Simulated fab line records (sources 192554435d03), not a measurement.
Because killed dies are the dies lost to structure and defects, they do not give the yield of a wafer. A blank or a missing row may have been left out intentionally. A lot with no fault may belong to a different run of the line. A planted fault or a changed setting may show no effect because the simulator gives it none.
Which tool did it? | flow n5_finfet | 12 lots, 36 wafers sampled, at 1 step of a route of 1938

## WHAT THE GAUGES SHOWED, per wafer
N5_WELL_APT_CD_MEAS_08 targets a cd of 200 nm.
lot  | measured    | on        | cd_nm (nm)
L075 | day 1 19:49 | cd_sem-01 | 196.0 197.2 197.1
L077 | day 2 07:42 | cd_sem-02 | 202.0 202.6 201.4
L079 | day 2 19:41 | cd_sem-03 | 199.6 198.5 200.5
L081 | day 3 07:41 | cd_sem-01 | 199.5 198.8 200.0
L083 | day 3 19:50 | cd_sem-02 | 200.3 199.7 201.4
L085 | day 4 07:43 | cd_sem-01 | 198.8 195.9 197.4
L087 | day 4 19:41 | cd_sem-03 | 198.3 199.2 198.5
L089 | day 5 07:44 | cd_sem-01 | 200.0 200.6 200.9
L091 | day 5 19:35 | cd_sem-02 | 198.2 198.5 199.1
L093 | day 6 07:56 | cd_sem-02 | 200.0 200.7 200.0
L095 | day 6 19:34 | cd_sem-03 | 198.5 199.2 199.5
L097 | day 7 07:49 | cd_sem-03 | 199.2 199.1 197.2

## TOOL THAT RAN EACH LOT (tool first, then ch and the chambers of the sampled wafers, then the start)
Before these readings, the record contains no process step.

## THE ANSWER, worked out from the rows above alone
Rule: the lots themselves supply what counts as usual. The widest of any qualifying gaps counts: lots, ordered by their means at a reading, are off when they make up no more than a third of the lots, leave a main group of 4 or more, and stand apart from it by 3 or more times the standard deviation of that group's means. A main group whose means are all the same, to the digits that the tables above print for the reading, isn't used. Also off: a lot with no number at a reading for which 4 or more lots have one. All remaining lots with rows at the step are treated as sound.
No lot is off on any of the readings shown, so nothing can be concluded from this.

## WHAT WAS PUT IN BY THE SIMULATOR
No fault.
